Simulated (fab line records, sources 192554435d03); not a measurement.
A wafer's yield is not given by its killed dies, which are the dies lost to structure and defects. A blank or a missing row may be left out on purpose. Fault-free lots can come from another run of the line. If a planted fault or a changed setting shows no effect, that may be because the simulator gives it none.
fab line records    flow n5_finfet
[record] lots = 7  wafers = 21
route steps=1938 shown GATE_CUT@484 MOL_CONTACT_COAG@570 BEOL_M0_SAQP@638
start_h: hours from the record's opening day to when the first of the lot's shown wafers began    wait_h: hours since the lot's step before    " unchanged from the row above    L1.1+2: a row that stands for several wafers    - either no value or no given start    * or withheld: withheld    < > ~ a bound
route shown NAME@n: a module of which the file shows steps, and the number in the route of the first    usual: mean/standard deviation of fault-free wafers    same: alike in all rows    chamber/n: place in a boat    sites: per-site readings    _std_site: standard deviation across them    _edge_site: the outer-site mean with the inner-site mean subtracted    radius_mm: how far each site lies from the wafer's centre    mask NAME#n: copy n    behind: tool/chamber where the wafer was last shaped    hold: reason for holding the lot/hours on hold/outcome of the hold    device: whichever transistor did not switch (one of n, p or np)    end of line: the same wafers' tests at the end of the route    for a step that has no rows: nothing shown but its recipe    killed: count of dies lost to structure and defects at first sort (not the wafer's yield)    map: the dies of a wafer, with x for killed, . for not killed, _ for no die there
set.NAME: the setting as run; set.NAME@STEP: as run at that earlier step    model.NAME: the simulator's own value behind a step, which no gauge read
lots where settings were altered on purpose, with a table for each step and a row for each wafer
[[steps]]
[step N5_GATE_CUT_EXPOSE_10]
[recipe] mask_id = GATE_CUT  na = 0.33  source_shape = annular  sigma_inner = 0.35  sigma_outer = 0.8  polarization = unpolarized  target_cd_nm = 20  dose_mj = 43.25
lot.wafer   tool            chamber  start_h  wait_h  mask        set.dose_mj
L085.1+2+3  euv_scanner-01  0        150.34   -       GATE_CUT#0  43.25
L084.3+4+5  euv_scanner-01  0        150.40   -       GATE_CUT#0  43.25
L086.3+4+5  euv_scanner-01  0        158.49   -       GATE_CUT#0  43.25
L089.1+5+6  euv_scanner-02  0        179.48   -       GATE_CUT#0  43.25
L090.2+5    euv_scanner-02  0        190.25   -       GATE_CUT#0  43.25
L090.4      "               0        "        "       GATE_CUT#0  40.21
L096.1+6    euv_scanner-02  0        217.36   -       GATE_CUT#0  45.21
L096.2      "               0        "        "       GATE_CUT#0  43.25
L097.2      euv_scanner-02  0        225.55   -       GATE_CUT#0  43.25
L097.4+5    "               0        "        "       GATE_CUT#0  44.45
[step N5_GATE_CUT_PEB_11]
[recipe] peb_temp_c = 100  peb_time_s = 60  resist = CAR-EUV
[step N5_GATE_CUT_DEVELOP_12]
[recipe] develop_time_s = 30  developer = TMAH  resist = CAR-EUV  rinse_liquid = surfactant_rinse  dry = air_spin  dev_temp_c = 23
[step N5_GATE_CUT_CD_MEAS_13]
[recipe] target_cd_nm = 20  landing_energy_ev = 500  detector = se_inlens
[usual] cd_nm = 19.8/0.32
lot.wafer  tool       chamber  start_h  wait_h  set.dose_mj@GATE_CUT_EXPOSE_10  cd_nm
L085.1     cd_sem-01  0        150.48   -       43.25                           19.8
L085.2     "          0        "        "       43.25                           20.0
L085.3     "          0        "        "       43.25                           20.2
L084.3     cd_sem-01  0        150.53   -       43.25                           20.0
L084.4     "          0        "        "       43.25                           19.6
L084.5     "          0        "        "       43.25                           19.5
L086.3     cd_sem-02  0        158.61   -       43.25                           19.7
L086.4     "          0        "        "       43.25                           19.5
L086.5     "          0        "        "       43.25                           19.7
L089.1     cd_sem-02  0        179.61   -       43.25                           20.2
L089.5     "          0        "        "       43.25                           20.2
L089.6     "          0        "        "       43.25                           20.8
L090.2     cd_sem-01  0        190.38   -       43.25                           19.6
L090.4     "          0        "        "       40.21                           17.9
L090.5     "          0        "        "       43.25                           19.4
L096.1     cd_sem-03  0        217.50   -       45.21                           21.0
L096.2     "          0        "        "       43.25                           20.0
L096.6     "          0        "        "       45.21                           21.1
L097.2     cd_sem-02  0        225.67   -       43.25                           19.7
L097.4     "          0        "        "       44.45                           19.9
L097.5     "          0        "        "       44.45                           20.1
[step N5_GATE_CUT_DESCUM_18]
[recipe] chemistry = O2  time_s = 7  source_power_w = 50  bias_power_w = 20  pressure_mtorr = 20  rf_frequency_hz = 2.712e+07  temp_c = 40  resist = CAR-EUV  o2_flow_sccm = 225
lot.wafer  tool         chamber  start_h  wait_h  set.dose_mj@GATE_CUT_EXPOSE_10  model.GATE_CUT.cd_nm
L085.1     rie_diel-03  0        150.63   0.1     43.25                           20
L085.2     "            1        "        "       43.25                           19.8
L085.3     "            2        "        "       43.25                           20.2
L084.3+4   rie_diel-01  0,1      150.65   0.0     43.25                           19.8
L084.5     "            0        "        "       43.25                           19.4
L086.3+4   rie_diel-03  1,0      158.73   0.0     43.25                           19.6
L086.5     "            1        "        "       43.25                           19.8
L089.1     rie_diel-02  2        179.73   0.0     43.25                           20.4
L089.5     "            0        "        "       43.25                           20.2
L089.6     "            3        "        "       43.25                           20.6
L090.2+5   rie_diel-02  0,2      190.50   0.0     43.25                           19.6
L090.4     "            3        "        "       40.21                           18
L096.1     rie_diel-03  2        217.62   0.0     45.21                           21
L096.2     "            1        "        "       43.25                           20
L096.6     "            3        "        "       45.21                           20.8
L097.2     rie_diel-03  3        226.45   0.7     43.25                           19.8
L097.4+5   "            1,2      "        "       44.45                           20.2
[step N5_GATE_CUT_ETCH_28]
[recipe] chemistry = N2/H2  target = underlayer  target_depth_a = 130  mask_material = CAR-EUV  time_s = 10.4  ion_energy_ev = 200  pressure_mtorr = 30  source_w = 840  bias_w = 150  n2_flow_sccm = 200  h2_flow_sccm = 200  ends = cleared
lot.wafer  tool         chamber  start_h  wait_h  set.dose_mj@GATE_CUT_EXPOSE_10  model.GATE_CUT.cd_nm
L085.1     rie_diel-03  0        150.67   0.0     43.25                           20
L085.2     "            1        "        "       43.25                           19.8
L085.3     "            2        "        "       43.25                           20.2
L084.3+4   rie_diel-01  0,1      150.68   0.0     43.25                           19.8
L084.5     "            0        "        "       43.25                           19.4
L086.3+4   rie_diel-03  1,0      158.76   0.0     43.25                           19.6
L086.5     "            1        "        "       43.25                           19.8
L089.1     rie_diel-02  2        179.77   0.0     43.25                           20.6
L089.5     "            0        "        "       43.25                           20.2
L089.6     "            3        "        "       43.25                           20.8
L090.2+5   rie_diel-02  0,2      190.54   0.0     43.25                           19.6
L090.4     "            3        "        "       40.21                           18.2
L096.1     rie_diel-03  2        217.65   0.0     45.21                           21
L096.2     "            1        "        "       43.25                           20.2
L096.6     "            3        "        "       45.21                           20.6
L097.2     rie_diel-03  3        226.49   0.0     43.25                           19.6
L097.4     "            1        "        "       44.45                           20.4
L097.5     "            2        "        "       44.45                           20.2
[step N5_GATE_CUT_ETCH_36]
[recipe] chemistry = CF4  target = SiARC  target_depth_a = 130  mask_material = CAR-EUV  time_s = 21.7  ion_energy_ev = 80  pressure_mtorr = 40  source_w = 545  bias_w = 36  Ar_flow_sccm = 100  cf4_flow_sccm = 100  ends = cleared
lot.wafer  tool         chamber  start_h  wait_h  set.cf4_flow_sccm  set.dose_mj@GATE_CUT_EXPOSE_10  model.GATE_CUT.cd_nm
L085.1     rie_diel-03  0        150.68   0.0     100                43.25                           19.8
L085.2+3   "            1,2      "        "       100                43.25                           20
L084.3     rie_diel-01  0        150.70   0.0     100                43.25                           19.8
L084.4     "            1        "        "       100                43.25                           20
L084.5     "            0        "        "       89.25              43.25                           19.6
L086.3+5   rie_diel-03  1        158.78   0.0     100                43.25                           19.8
L086.4     "            0        "        "       100                43.25                           19.4
L089.1     rie_diel-02  2        179.79   0.0     91.49              43.25                           20.6
L089.5     "            0        "        "       100                43.25                           20.2
L089.6     "            3        "        "       100                43.25                           20.6
L090.2     rie_diel-02  0        190.56   0.0     100                43.25                           19.6
L090.4     "            3        "        "       100                40.21                           18
L090.5     "            2        "        "       111.1              43.25                           19.8
L096.1     rie_diel-03  2        217.67   0.0     120.7              45.21                           20.8
L096.2     "            1        "        "       100                43.25                           20
L096.6     "            3        "        "       120.7              45.21                           20.6
L097.2     rie_diel-03  3        226.51   0.0     114.1              43.25                           19.6
L097.4     "            1        "        "       100                44.45                           20.4
L097.5     "            2        "        "       114.1              44.45                           20
[step N5_GATE_CUT_ETCH_37]
[recipe] chemistry = N2/H2  target = SOC  target_depth_a = 600  overetch_a = 120  mask_material = SiARC  temp_c = 40  time_s = 90  ion_energy_ev = 200  pressure_mtorr = 30  source_w = 840  bias_w = 150  n2_flow_sccm = 200  h2_flow_sccm = 200
lot.wafer  tool         chamber  start_h  wait_h  set.dose_mj@GATE_CUT_EXPOSE_10  model.GATE_CUT.cd_nm
L085.1     rie_diel-03  0        150.71   0.0     43.25                           19.8
L085.2     "            1        "        "       43.25                           20
L085.3     "            2        "        "       43.25                           20.2
L084.3     rie_diel-01  0        150.73   0.0     43.25                           19.6
L084.4     "            1        "        "       43.25                           20
L084.5     "            0        "        "       43.25                           19.4
L086.3+5   rie_diel-03  1        158.81   0.0     43.25                           19.8
L086.4     "            0        "        "       43.25                           19.4
L089.1     rie_diel-02  2        179.81   0.0     43.25                           20.6
L089.5     "            0        "        "       43.25                           20.2
L089.6     "            3        "        "       43.25                           20.4
L090.2     rie_diel-02  0        190.58   0.0     43.25                           19.4
L090.4     "            3        "        "       40.21                           17.8
L090.5     "            2        "        "       43.25                           19.8
L096.1     rie_diel-03  2        217.70   0.0     45.21                           20.8
L096.2     "            1        "        "       43.25                           19.8
L096.6     "            3        "        "       45.21                           20.6
L097.2     rie_diel-03  3        226.53   0.0     43.25                           19.8
L097.4     "            1        "        "       44.45                           20.2
L097.5     "            2        "        "       44.45                           20
[step N5_GATE_CUT_STRIP_38]
[recipe] chemistry = N2/H2  temp_c = 40  n2_flow_sccm = 200  h2_flow_sccm = 200  rf_frequency_hz = 6e+07
[step N5_GATE_CUT_STRIP_39]
[recipe] chemistry = N2/H2  temp_c = 40  n2_flow_sccm = 200  h2_flow_sccm = 200  rf_frequency_hz = 6e+07
[step N5_GATE_CUT_HM_OPEN_40]
[recipe] chemistry = C4F6/O2  target = SiO2  mask_material = SiARC  target_depth_a = 1390  time_s = 85.1  ion_energy_ev = 250  pressure_mtorr = 30  source_w = 345  bias_w = 185  Ar_flow_sccm = 300  C4F6_flow_sccm = 10  O2_flow_sccm = 10  ends = cleared
lot.wafer  tool         chamber  start_h  wait_h  set.dose_mj@GATE_CUT_EXPOSE_10  model.GATE_CUT.cd_nm
L085.1     rie_diel-03  0        150.79   0.0     43.25                           19.8
L085.2     "            1        "        "       43.25                           20
L085.3     "            2        "        "       43.25                           20.4
L084.3     rie_diel-01  0        150.81   0.0     43.25                           19.6
L084.4     "            1        "        "       43.25                           20.2
L084.5     "            0        "        "       43.25                           19.2
L086.3     rie_diel-03  1        158.89   0.0     43.25                           19.8
L086.4     "            0        "        "       43.25                           19.6
L086.5     "            1        "        "       43.25                           20
L089.1     rie_diel-02  2        179.90   0.0     43.25                           20.8
L089.5+6   "            0,3      "        "       43.25                           20.4
L090.2     rie_diel-02  0        190.67   0.0     43.25                           19.6
L090.4     "            3        "        "       40.21                           17.8
L090.5     "            2        "        "       43.25                           20
L096.1     rie_diel-03  2        217.78   0.0     45.21                           21
L096.2     "            1        "        "       43.25                           20
L096.6     "            3        "        "       45.21                           20.8
L097.2     rie_diel-03  3        226.62   0.0     43.25                           20
L097.4+5   "            1,2      "        "       44.45                           20.4
[step N5_MOL_CONTACT_COAG_EXPOSE_81]
[recipe] mask_id = VG  na = 0.33  source_shape = annular  sigma_inner = 0.3  sigma_outer = 0.7  polarization = unpolarized  defocus_nm = 0  dose_mj = 59.5
lot.wafer   tool            chamber  start_h  wait_h  mask  set.dose_mj
L085.1      euv_scanner-02  0        161.85   -       VG#0  59.5
L085.2+3    "               0        "        "       VG#0  58.33
L084.3+5    euv_scanner-01  0        164.79   -       VG#0  59.5
L084.4      "               0        "        "       VG#0  62.69
L086.3+4+5  euv_scanner-01  0        173.07   -       VG#0  59.5
L089.1+6    euv_scanner-01  0        195.54   -       VG#0  61.6
L089.5      "               0        "        "       VG#0  59.5
L090.2+4+5  euv_scanner-02  0        204.47   -       VG#0  59.5
L096.1      euv_scanner-01  0        232.16   -       VG#0  59.5
L096.2+6    "               0        "        "       VG#0  61.87
L097.2+5    euv_scanner-01  0        242.67   -       VG#0  59.5
L097.4      "               0        "        "       VG#0  56.19
[step N5_MOL_CONTACT_COAG_PEB_82]
[recipe] peb_temp_c = 100  peb_time_s = 60  resist = CAR-EUV
[step N5_MOL_CONTACT_COAG_DEVELOP_83]
[recipe] develop_time_s = 30  developer = TMAH  resist = CAR-EUV  rinse_liquid = surfactant_rinse  dry = air_spin  dev_temp_c = 23
[step N5_MOL_CONTACT_COAG_CD_MEAS_84]
[recipe] target_cd_nm = 25.1  landing_energy_ev = 500  detector = se_inlens  polarity = opening
[usual] cd_nm = 25.08/0.26
lot.wafer  tool       chamber  start_h  wait_h  set.dose_mj@MOL_CONTACT_COAG_EXPOSE_81  cd_nm
L085.1     cd_sem-01  0        161.99   -       59.5                                    25.22
L085.2     "          0        "        "       58.33                                   24.61
L085.3     "          0        "        "       58.33                                   24.48
L084.3     cd_sem-01  0        164.92   -       59.5                                    24.97
L084.4     "          0        "        "       62.69                                   25.95
L084.5     "          0        "        "       59.5                                    24.94
L086.3     cd_sem-03  0        173.20   -       59.5                                    24.57
L086.4     "          0        "        "       59.5                                    24.93
L086.5     "          0        "        "       59.5                                    24.94
L089.1     cd_sem-02  0        195.69   -       61.6                                    25.56
L089.5     "          0        "        "       59.5                                    24.89
L089.6     "          0        "        "       61.6                                    25.62
L090.2     cd_sem-02  0        204.60   -       59.5                                    25.34
L090.4     "          0        "        "       59.5                                    25.34
L090.5     "          0        "        "       59.5                                    24.77
L096.1     cd_sem-02  0        232.31   -       59.5                                    24.62
L096.2     "          0        "        "       61.87                                   25.80
L096.6     "          0        "        "       61.87                                   26.00
L097.2     cd_sem-01  0        242.81   -       59.5                                    25.01
L097.4     "          0        "        "       56.19                                   23.40
L097.5     "          0        "        "       59.5                                    25.12
[step N5_MOL_CONTACT_COAG_COAT_64]
[recipe] resist = underlayer  temp_c = 205  time_s = 60  spin_rpm = 1500  resist_thk_nm = 10
lot.wafer   tool            chamber  start_h  wait_h  set.spin_rpm  model.underlayer_of_MOL_CONTACT_COAG_COAT_64.thk_nm
L085.1+3    litho_track-04  0        -        -       1451          10.2
L085.2      "               0        "        "       1500          10
L084.3+5    litho_track-01  0        -        -       1417          10.2
L084.4      "               0        "        "       1500          10
L086.3+4+5  litho_track-05  0        -        -       1500          10
L089.1      litho_track-05  0        -        -       1429          10.2
L089.5+6    "               0        "        "       1500          10
L090.2      litho_track-01  0        -        -       1368          10.6
L090.4      "               0        "        "       1500          10
L090.5      "               0        "        "       1368          10.4
L096.1+2+6  litho_track-01  0        -        -       1500          10
L097.2+4    litho_track-04  0        -        -       1440          10.2
L097.5      "               0        "        "       1500          10
[step N5_MOL_CONTACT_COAG_EXPOSE_37]
[recipe] mask_id = VD  na = 0.33  source_shape = annular  sigma_inner = 0.3  sigma_outer = 0.7  polarization = unpolarized  defocus_nm = 0  dose_mj = 62
lot.wafer   tool            chamber  start_h  wait_h  mask  set.dose_mj
L085.1+3    euv_scanner-02  0        163.26   -       VD#0  60.75
L085.2      "               0        "        "       VD#0  62
L084.3+5    euv_scanner-01  0        170.47   -       VD#0  62
L084.4      "               0        "        "       VD#0  65.91
L086.3+4+5  euv_scanner-01  0        175.50   -       VD#0  62
L089.1+6    euv_scanner-01  0        197.02   -       VD#0  62
L089.5      "               0        "        "       VD#0  60.75
L090.2+4    euv_scanner-02  0        206.53   -       VD#0  60.41
L090.5      "               0        "        "       VD#0  62
L096.1+2    euv_scanner-01  0        233.63   -       VD#0  62
L096.6      "               0        "        "       VD#0  66.27
L097.2+5    euv_scanner-02  0        244.10   -       VD#0  65.6
L097.4      "               0        "        "       VD#0  62
[step N5_MOL_CONTACT_COAG_PEB_38]
[recipe] peb_temp_c = 100  peb_time_s = 60  resist = CAR-EUV
[step N5_MOL_CONTACT_COAG_DEVELOP_39]
[recipe] develop_time_s = 30  developer = TMAH  resist = CAR-EUV  rinse_liquid = surfactant_rinse  dry = air_spin  dev_temp_c = 23
[step N5_MOL_CONTACT_COAG_CD_MEAS_40]
[recipe] target_cd_nm = 25.1  landing_energy_ev = 500  detector = se_inlens  polarity = opening
[usual] cd_nm = 25.00/0.26
lot.wafer  tool       chamber  start_h  wait_h  set.dose_mj@MOL_CONTACT_COAG_EXPOSE_37  cd_nm
L085.1     cd_sem-03  0        163.40   -       60.75                                   24.60
L085.2     "          0        "        "       62                                      24.91
L085.3     "          0        "        "       60.75                                   24.44
L084.3     cd_sem-03  0        170.60   -       62                                      24.96
L084.4     "          0        "        "       65.91                                   26.08
L084.5     "          0        "        "       62                                      25.17
L086.3     cd_sem-02  0        175.63   -       62                                      25.07
L086.4     "          0        "        "       62                                      25.61
L086.5     "          0        "        "       62                                      24.82
L089.1     cd_sem-02  0        197.16   -       62                                      25.25
L089.5     "          0        "        "       60.75                                   24.67
L089.6     "          0        "        "       62                                      25.22
L090.2     cd_sem-01  0        206.67   -       60.41                                   24.52
L090.4     "          0        "        "       60.41                                   24.62
L090.5     "          0        "        "       62                                      25.06
L096.1     cd_sem-02  0        233.78   -       62                                      25.02
L096.2     "          0        "        "       62                                      24.80
L096.6     "          0        "        "       66.27                                   26.16
L097.2     cd_sem-03  0        244.24   -       65.6                                    26.24
L097.4     "          0        "        "       62                                      25.20
L097.5     "          0        "        "       65.6                                    26.29
[step N5_MOL_CONTACT_COAG_DESCUM_45]
[recipe] chemistry = O2  time_s = 7  source_power_w = 50  bias_power_w = 20  pressure_mtorr = 20  rf_frequency_hz = 2.712e+07  temp_c = 40  resist = CAR-EUV  o2_flow_sccm = 225
[step N5_MOL_CONTACT_COAG_ETCH_65]
[recipe] chemistry = N2/H2  target = underlayer  target_depth_a = 130  mask_material = CAR-EUV  time_s = 10.4  ion_energy_ev = 200  pressure_mtorr = 30  source_w = 840  bias_w = 150  n2_flow_sccm = 200  h2_flow_sccm = 200  ends = cleared
lot.wafer  tool         chamber  start_h  wait_h  set.spin_rpm@MOL_CONTACT_COAG_COAT_64  model.CAR-EUV_of_MOL_CONTACT_COAG_COAT_34.thk_nm  model.etch.depth_nm
L085.1     rie_diel-04  1        163.58   0.0     1451                                   24.4                                              10.19
L085.2     "            3        "        "       1500                                   24.6                                              10.03
L085.3     "            0        "        "       1451                                   24.2                                              10.19
L084.3     rie_diel-06  0        171.61   0.0     1417                                   24.6                                              10.29
L084.4     "            3        "        "       1500                                   24.8                                              9.964
L084.5     "            1        "        "       1417                                   24.2                                              10.3
L086.3     rie_diel-05  3        175.79   0.0     1500                                   24.8                                              9.991
L086.4     "            1        "        "       1500                                   24.8                                              10.03
L086.5     "            1        "        "       1500                                   24.6                                              10.02
L089.1     rie_diel-04  3        197.44   0.0     1429                                   24.4                                              10.23
L089.5     "            3        "        "       1500                                   24.8                                              10.01
L089.6     "            0        "        "       1500                                   24.6                                              10.01
L090.2     rie_diel-05  3        207.13   0.0     1368                                   24.2                                              10.5
L090.4     "            1        "        "       1500                                   24.8                                              10.02
L090.5     "            0        "        "       1368                                   24.2                                              10.49
L096.1     rie_diel-06  2        233.94   0.0     1500                                   24.6                                              9.995
L096.2     "            3        "        "       1500                                   24.6                                              9.981
L096.6     "            1        "        "       1500                                   24.4                                              9.987
L097.2     rie_diel-05  2        244.39   0.0     1440                                   24.4                                              10.14
L097.4     "            1        "        "       1440                                   24.4                                              10.13
L097.5     "            0        "        "       1500                                   24.6                                              9.911
[step N5_MOL_CONTACT_COAG_ETCH_66]
[recipe] chemistry = CF4  target = SiARC  target_depth_a = 130  mask_material = CAR-EUV  time_s = 21.7  ion_energy_ev = 80  pressure_mtorr = 40  source_w = 545  bias_w = 36  Ar_flow_sccm = 100  cf4_flow_sccm = 100  ends = cleared
[step N5_MOL_CONTACT_COAG_ALD_133]
[recipe] material = SiO2  target_thk_a = 50  temp_c = 100  ald_precursor_family = BDEAS  ald_co_reactant = O2-plasma  pulse_time_s = 1  co_reactant_pulse_time_s = 1  purge_time_s = 2  co_reactant_purge_time_s = 2  ald_cycles = 35  pressure_torr = 2
[step N5_MOL_CONTACT_COAG_ETCHBACK_134]
[recipe] chemistry = CHF3  target = SiO2  target_depth_a = 100  time_s = 6.7  ion_energy_ev = 200  pressure_mtorr = 30  source_w = 610  bias_w = 170  Ar_flow_sccm = 200  CHF3_flow_sccm = 50
lot.wafer   tool         chamber  start_h  wait_h  set.spin_rpm@MOL_CONTACT_COAG_COAT_64  model.CAR-EUV_of_MOL_CONTACT_COAG_COAT_34.thk_nm
L085.1+3    rie_diel-04  3,1      163.86   0.1     1451                                   15.2
L085.2      "            2        "        "       1500                                   15.4
L084.3      rie_diel-06  1        172.25   0.2     1417                                   15.4
L084.4      "            0        "        "       1500                                   15.6
L084.5      "            3        "        "       1417                                   15.2
L086.3+4+5  rie_diel-05  0,3,0    176.23   0.3     1500                                   15.6
L089.1      rie_diel-05  1        198.25   0.1     1429                                   15.2
L089.5      "            0        "        "       1500                                   15.6
L089.6      "            1        "        "       1500                                   15.4
L090.2+5    rie_diel-05  3        207.44   0.1     1368                                   15
L090.4      "            0        "        "       1500                                   15.8
L096.1+2    rie_diel-06  1,0      234.21   0.1     1500                                   15.6
L096.6      "            1        "        "       1500                                   15.4
L097.2+4    rie_diel-06  3,0      245.01   0.1     1440                                   15.4
L097.5      "            2        "        "       1500                                   15.6
[step N5_BEOL_M0_SAQP_PECVD_04]
[recipe] material = a-Si  target_thk_a = 600  temp_c = 350  precursor = SiH4/He  pressure_torr = 3  rf_w = 100  time_s = 60.2
lot.wafer  tool      chamber  start_h  wait_h  set.time_s  model.a-Si_of_BEOL_M0_SAQP_PECVD_04.thk_nm
L085.1     pecvd-02  0        171.18   0.0     60.2        60
L085.2     "         2        "        "       60.2        60.8
L085.3     "         1        "        "       60.2        60.2
L084.3     pecvd-03  2        177.49   0.0     60.2        58.8
L084.4     "         2        "        "       55.82       56
L084.5     "         0        "        "       55.82       55.8
L086.3     pecvd-03  2        181.62   0.0     60.2        59
L086.4     "         2        "        "       60.2        60.4
L086.5     "         1        "        "       60.2        60.2
L089.1     pecvd-03  2        205.71   0.0     60.2        60.2
L089.5+6   "         1,0      "        "       60.2        60.6
L090.2     pecvd-04  0        212.53   0.0     60.2        59.8
L090.4     "         2        "        "       67.66       67.4
L090.5     "         1        "        "       67.66       67.6
L096.1     pecvd-04  2        239.63   0.0     60.2        59.4
L096.2     "         1        "        "       60.2        61
L096.6     "         0        "        "       67.78       69.2
L097.2     pecvd-04  1        250.10   0.0     60.2        58.8
L097.4     "         2        "        "       65.63       63.8
L097.5     "         0        "        "       65.63       66.2
[step N5_BEOL_M0_SAQP_THK_MEAS_05]
[usual] thk_nm = 60.1/0.84
lot.wafer  tool           chamber  start_h  wait_h  set.time_s@BEOL_M0_SAQP_PECVD_04  thk_nm
L085.1     film_metro-02  -        171.28   0.1     60.2                              60.0
L085.2     "              -        "        "       60.2                              60.7
L085.3     "              -        "        "       60.2                              60.2
L084.3     film_metro-01  -        177.59   0.1     60.2                              58.8
L084.4     "              -        "        "       55.82                             56.0
L084.5     "              -        "        "       55.82                             55.8
L086.3     film_metro-01  -        181.71   0.1     60.2                              59.0
L086.4     "              -        "        "       60.2                              60.5
L086.5     "              -        "        "       60.2                              60.2
L089.1     film_metro-01  -        205.80   0.1     60.2                              60.3
L089.5     "              -        "        "       60.2                              60.6
L089.6     "              -        "        "       60.2                              60.7
L090.2     film_metro-02  -        212.63   0.1     60.2                              59.9
L090.4     "              -        "        "       67.66                             67.4
L090.5     "              -        "        "       67.66                             67.6
L096.1     film_metro-02  -        239.72   0.1     60.2                              59.4
L096.2     "              -        "        "       60.2                              61.1
L096.6     "              -        "        "       67.78                             69.3
L097.2     film_metro-01  -        250.19   0.1     60.2                              58.8
L097.4     "              -        "        "       65.63                             63.9
L097.5     "              -        "        "       65.63                             66.2
[[key]]
[split] step = N5_GATE_CUT_EXPOSE_10  setting = dose_mj  stated = 43.25  by = wafer
[response] step = N5_GATE_CUT_CD_MEAS_13  reading = cd_nm  change = +0.218  per = 1%  r = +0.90
[response] step = N5_GATE_CUT_DESCUM_18  reading = model.GATE_CUT.cd_nm  change = +0.212  per = 1%  r = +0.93
[response] step = N5_GATE_CUT_ETCH_28  reading = model.GATE_CUT.cd_nm  change = +0.187  per = 1%  r = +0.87
[response] step = N5_GATE_CUT_ETCH_36  reading = model.GATE_CUT.cd_nm  change = +0.216  per = 1%  r = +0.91
[response] step = N5_GATE_CUT_ETCH_37  reading = model.GATE_CUT.cd_nm  change = +0.226  per = 1%  r = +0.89
[response] step = N5_GATE_CUT_HM_OPEN_40  reading = model.GATE_CUT.cd_nm  change = +0.248  per = 1%  r = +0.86
[split] step = N5_GATE_CUT_ETCH_36  setting = cf4_flow_sccm  stated = 100  by = wafer
response none clear
[split] step = N5_MOL_CONTACT_COAG_EXPOSE_81  setting = dose_mj  stated = 59.5  by = wafer
[response] step = N5_MOL_CONTACT_COAG_CD_MEAS_84  reading = cd_nm  change = +0.255  per = 1%  r = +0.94
[split] step = N5_MOL_CONTACT_COAG_COAT_64  setting = spin_rpm  stated = 1500  by = wafer
[response] step = N5_MOL_CONTACT_COAG_COAT_64  reading = model.underlayer_of_MOL_CONTACT_COAG_COAT_64.thk_nm  change = -0.0503  per = 1%  r = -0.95
[response] step = N5_MOL_CONTACT_COAG_ETCH_65  reading = model.CAR-EUV_of_MOL_CONTACT_COAG_COAT_34.thk_nm  change = +0.0681  per = 1%  r = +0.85
[response] step = N5_MOL_CONTACT_COAG_ETCH_65  reading = model.etch.depth_nm  change = -0.0542  per = 1%  r = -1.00
[response] step = N5_MOL_CONTACT_COAG_ETCHBACK_134  reading = model.CAR-EUV_of_MOL_CONTACT_COAG_COAT_34.thk_nm  change = +0.0737  per = 1%  r = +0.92
[split] step = N5_MOL_CONTACT_COAG_EXPOSE_37  setting = dose_mj  stated = 62  by = wafer
[response] step = N5_MOL_CONTACT_COAG_CD_MEAS_40  reading = cd_nm  change = +0.179  per = 1%  r = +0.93
[split] step = N5_BEOL_M0_SAQP_PECVD_04  setting = time_s  stated = 60.2  by = wafer
[response] step = N5_BEOL_M0_SAQP_PECVD_04  reading = model.a-Si_of_BEOL_M0_SAQP_PECVD_04.thk_nm  change = +0.64  per = 1%  r = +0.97
[response] step = N5_BEOL_M0_SAQP_THK_MEAS_05  reading = thk_nm  change = *  per = 1%  r = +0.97
